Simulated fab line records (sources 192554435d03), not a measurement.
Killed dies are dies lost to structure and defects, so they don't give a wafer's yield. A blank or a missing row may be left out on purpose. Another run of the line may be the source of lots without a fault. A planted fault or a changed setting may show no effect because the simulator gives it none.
What tool caused it?    flow n5Finfet    24 lots, 72 wafers sampled, at 4 steps of a route of 1938

== WHAT THE GAUGES SHOWED, per wafer ==
N5_BEOL_M2_INSPECT_13: inspects for defects (brightfield). Usual: 416 for rawDefectCount, sd 89.
lot   measured      on                rawDefectCount  flag
L074  day 6 11:11   defectInspect-01  426 524 571     
L076  day 7 17:46   defectInspect-01  466 478 521     
L075  day 7 17:49   defectInspect-02  469 386 371     
L078  day 7 23:38   defectInspect-02  550 411 338     
L077  day 8 00:38   defectInspect-02  321 393 443     
L079  day 8 04:04   defectInspect-02  495 647 346     
L081  day 8 05:18   defectInspect-02  572 409 521     
L080  day 8 05:23   defectInspect-02  525 506 558     
L082  day 9 05:16   defectInspect-01  346 389 324     
L083  day 9 06:46   defectInspect-01  459 372 379     
L084  day 9 07:16   defectInspect-01  383 301 407     
L085  day 9 15:52   defectInspect-01  464 329 367     
L086  day 9 18:07   defectInspect-01  554 329 360     
L087  day 9 21:45   defectInspect-01  290 296 276     
L088  day 9 22:14   defectInspect-01  530 398 354     
L089  day 10 06:07  defectInspect-01  282 386 464     
L090  day 10 16:33  defectInspect-01  423 297 579     
L091  day 10 19:49  defectInspect-02  366 412 349     
L092  day 11 04:00  defectInspect-01  489 336 351     
L093  day 11 08:01  defectInspect-02  468 296 487     
L094  day 12 10:24  defectInspect-01  331 366 292     
L095  day 12 16:05  defectInspect-01  509 422 397     
L096  day 12 16:56  defectInspect-02  550 477 401     
L097  day 12 17:52  defectInspect-01  411 333 360     

== WHICH TOOL RAN EACH LOT (tool, then ch and the chambers of the sampled wafers, then the start) ==
lot   N5_BEOL_M1_ANNEAL_95         N5_BEOL_M1_CMP_52              N5_BEOL_M1_DEP_57
L074  pvdSputter-02, day 6 07:47   cmp-04 ch 0,1, day 6 08:29     pecvd-02 ch 0,1,2, day 6 09:02
L076  pvdSputter-01, day 7 15:01   cmp-02 ch 1,2,3, day 7 15:41   pecvd-01 ch 0,1,2, day 7 16:08
L075  pvdSputter-02, day 7 15:20   cmp-02 ch 0,1,2, day 7 16:08   pecvd-04 ch 0,1, day 7 16:35
L078  pvdSputter-03, day 7 19:47   cmp-04 ch 0,2,3, day 7 20:25   pecvd-01 ch 0,1, day 7 20:57
L077  pvdSputter-02, day 7 22:03   cmp-02 ch 0,1,3, day 7 22:48   pecvd-02 ch 0,1,2, day 7 23:14
L079  pvdSputter-02, day 7 23:53   cmp-03 ch 2,3, day 8 00:52     pecvd-02 ch 0,1,2, day 8 01:26
L081  pvdSputter-03, day 8 02:31   cmp-03 ch 0,1,2, day 8 03:13   pecvd-04 ch 0,1,2, day 8 03:38
L080  pvdSputter-01, day 8 02:49   cmp-04 ch 1,2,3, day 8 03:31   pecvd-02 ch 0,1,2, day 8 03:56
L082  pvdSputter-03, day 9 01:17   cmp-02 ch 0,1,3, day 9 02:04   pecvd-01 ch 0,2, day 9 02:39
L083  pvdSputter-03, day 9 04:08   cmp-02 ch 1,2, day 9 04:46     pecvd-02 ch 0,1,2, day 9 05:16
L084  pvdSputter-02, day 9 04:45   cmp-04 ch 1,2,3, day 9 05:29   pecvd-02 ch 0,2, day 9 05:53
L085  pvdSputter-01, day 9 10:14   cmp-02 ch 1,2, day 9 10:55     pecvd-02 ch 0,1, day 9 11:22
L086  pvdSputter-03, day 9 15:04   cmp-04 ch 2,3, day 9 15:41     pecvd-04 ch 1,2, day 9 16:11
L087  pvdSputter-01, day 9 18:10   cmp-04 ch 0,1, day 9 19:29     pecvd-04 ch 0,1, day 9 19:56
L088  pvdSputter-02, day 9 18:13   cmp-04 ch 1,2,3, day 9 20:11   pecvd-04 ch 0,1,2, day 9 20:40
L089  pvdSputter-02, day 10 03:31  cmp-03 ch 2,3, day 10 04:11    pecvd-01 ch 0,1,2, day 10 04:40
L090  pvdSputter-01, day 10 12:07  cmp-03 ch 0,3, day 10 12:46    pecvd-01 ch 0,1, day 10 13:17
L091  pvdSputter-01, day 10 17:38  cmp-04 ch 0,1,2, day 10 18:16  pecvd-02 ch 0,1,2, day 10 18:46
L092  pvdSputter-03, day 11 02:02  cmp-04 ch 0,1,2, day 11 02:40  pecvd-01 ch 0,1, day 11 03:09
L093  pvdSputter-02, day 11 05:14  cmp-04 ch 0,1,3, day 11 06:13  pecvd-02 ch 0,2, day 11 06:37
L094  pvdSputter-01, day 12 04:32  cmp-02 ch 0,2,3, day 12 05:13  pecvd-04 ch 0,1, day 12 05:41
L095  pvdSputter-01, day 12 13:03  cmp-02 ch 0,1,3, day 12 13:46  pecvd-04 ch 0,1, day 12 14:10
L096  pvdSputter-02, day 12 14:25  cmp-02 ch 0,2,3, day 12 15:07  pecvd-02 ch 0,1,2, day 12 15:32
L097  pvdSputter-03, day 12 14:44  cmp-03 ch 0,1,3, day 12 15:25  pecvd-02 ch 0,1, day 12 15:52
- N5_BEOL_M1_ANNEAL_95: time 240 s.
- N5_BEOL_M1_CMP_52: polishes, stops on SiOC, t overpolish 6.8 s, target thk 40 nm.
- N5_BEOL_M1_DEP_57: deposits SiCN from 3MS/NH3, target thk 8 nm, time 14 s.

== AS READ BY THE TOOLS THEMSELVES (means over the sampled wafers that have a number; for cases with no such wafer, the mark the record gives instead) ==
N5_BEOL_M1_ANNEAL_95. Usual: heaterPowerW 823 W, standard deviation 58; susceptorTempC 399.99 C, standard deviation 0.22.
lot   tool           heaterPowerW (W)  susceptorTempC (C)  flag
L074  pvdSputter-02  840               399.86              
L076  pvdSputter-01  828               400.28              
L075  pvdSputter-02  843               400.19              
L078  pvdSputter-03  822               400.05              
L077  pvdSputter-02  846               400.14              
L079  pvdSputter-02  826               400.12              
L081  pvdSputter-03  847               400.12              
L080  pvdSputter-01  832               399.86              
L082  pvdSputter-03  813               400.14              
L083  pvdSputter-03  809               399.99              
L084  pvdSputter-02  827               400.01              
L085  pvdSputter-01  848               399.85              
L086  pvdSputter-03  817               399.93              
L087  pvdSputter-01  829               399.91              
L088  pvdSputter-02  850               399.96              
L089  pvdSputter-02  821               400.18              
L090  pvdSputter-01  736               400.03              
L091  pvdSputter-01  727               399.76              
L092  pvdSputter-03  820               400.09              
L093  pvdSputter-02  838               399.92              
L094  pvdSputter-01  827               400.03              
L095  pvdSputter-01  788               399.74              
L096  pvdSputter-02  857               399.65              
L097  pvdSputter-03  821               400.11              

N5_BEOL_M1_CMP_52. Usual: barrierFieldEndpointS 24.8 s, standard deviation 0.69; clearingPlatenDownForcePsi 1.500 psi, standard deviation 0.0032; headPressurePsi 1.0001 psi, standard deviation 0.0023; motorCurrentA 5.9 A, standard deviation 0.47; overpolishRunS 6.801 s, standard deviation 0.0075; timeToEndpointS 63 s, standard deviation 3.4.
lot   tool    barrierFieldEndpointS (s)  clearingPlatenDownForcePsi (psi)  headPressurePsi (psi)  motorCurrentA (A)  overpolishRunS (s)  timeToEndpointS (s)  flag
L074  cmp-04  24.1                       1.499                             0.9998                 5.9                6.805               62                   
L076  cmp-02  24.8                       1.498                             0.9981                 5.8                6.799               66                   
L075  cmp-02  25.1                       1.499                             0.9992                 6.0                6.801               64                   
L078  cmp-04  25.1                       1.502                             1.0005                 6.0                6.803               64                   
L077  cmp-02  24.6                       1.497                             1.0013                 5.5                6.804               63                   
L079  cmp-03  24.9                       1.500                             1.0018                 6.3                6.802               62                   
L081  cmp-03  25.1                       1.502                             1.0019                 6.2                6.802               64                   
L080  cmp-04  24.5                       1.499                             0.9976                 6.2                6.804               61                   
L082  cmp-02  24.2                       1.498                             0.9994                 5.5                6.798               62                   
L083  cmp-02  24.5                       1.503                             0.9999                 6.4                6.795               60                   
L084  cmp-04  24.0                       1.501                             1.0002                 6.0                6.798               63                   
L085  cmp-02  24.7                       1.501                             1.0008                 6.3                6.801               66                   
L086  cmp-04  25.9                       1.497                             0.9996                 6.3                6.797               67                   
L087  cmp-04  24.5                       1.498                             1.0031                 5.9                6.801               61                   
L088  cmp-04  25.1                       1.500                             1.0012                 6.1                6.803               64                   
L089  cmp-03  25.3                       1.502                             0.9994                 6.0                6.792               64                   
L090  cmp-03  24.5                       1.499                             0.9983                 5.8                6.805               63                   
L091  cmp-04  24.0                       1.501                             1.0010                 5.8                6.801               62                   
L092  cmp-04  24.9                       1.500                             0.9981                 6.0                6.815               63                   
L093  cmp-04  25.0                       1.496                             1.0013                 6.1                6.801               64                   
L094  cmp-02  24.9                       1.501                             1.0023                 5.5                6.804               62                   
L095  cmp-02  24.4                       1.497                             1.0017                 5.6                6.802               62                   
L096  cmp-02  24.8                       1.505                             0.9994                 5.5                6.803               64                   
L097  cmp-03  25.6                       1.500                             0.9991                 5.9                6.807               66                   

N5_BEOL_M1_DEP_57. Usual: showerheadPlenumPTorr 3.660 Torr, standard deviation 0.01; throttleValvePct 9.0 %, standard deviation 0.6.
lot   tool      showerheadPlenumPTorr (Torr)  throttleValvePct (%)  flag
L074  pecvd-02  3.662                         9.0                   
L076  pecvd-01  3.655                         9.4                   
L075  pecvd-04  3.665                         8.5                   
L078  pecvd-01  3.661                         10.2                  
L077  pecvd-02  3.661                         8.8                   
L079  pecvd-02  3.664                         9.1                   
L081  pecvd-04  3.658                         8.6                   
L080  pecvd-02  3.663                         9.0                   
L082  pecvd-01  3.660                         9.1                   
L083  pecvd-02  3.672                         9.0                   
L084  pecvd-02  3.666                         8.9                   
L085  pecvd-02  3.659                         8.9                   
L086  pecvd-04  3.650                         8.7                   
L087  pecvd-04  3.661                         8.7                   
L088  pecvd-04  3.655                         8.7                   
L089  pecvd-01  3.653                         9.6                   
L090  pecvd-01  3.659                         10.2                  
L091  pecvd-02  3.661                         8.7                   
L092  pecvd-01  3.651                         10.1                  
L093  pecvd-02  3.660                         8.5                   
L094  pecvd-04  3.664                         8.7                   
L095  pecvd-04  3.666                         8.5                   
L096  pecvd-02  3.662                         8.9                   
L097  pecvd-02  3.661                         9.0                   

== THE ANSWER, worked out from the rows above alone ==
Rule: take the mean of a lot's wafers that have a number; if it is more than 3 standard deviations from the usual mean, the lot is off. A lot without any number at a reading at which 4 lots or more have one is off too. Any other lot the step has rows for is counted as sound. Order of review: gauges by route order, followed by the tools' own readings, for which a lot's mean as printed above is used. At the first step where some lot is off, the reading lying furthest off is the one used; lots without a number count as furthest.
No lot is off on any of the readings shown, so nothing can be concluded from this.

== WHAT THE SIMULATOR HAD INSERTED ==
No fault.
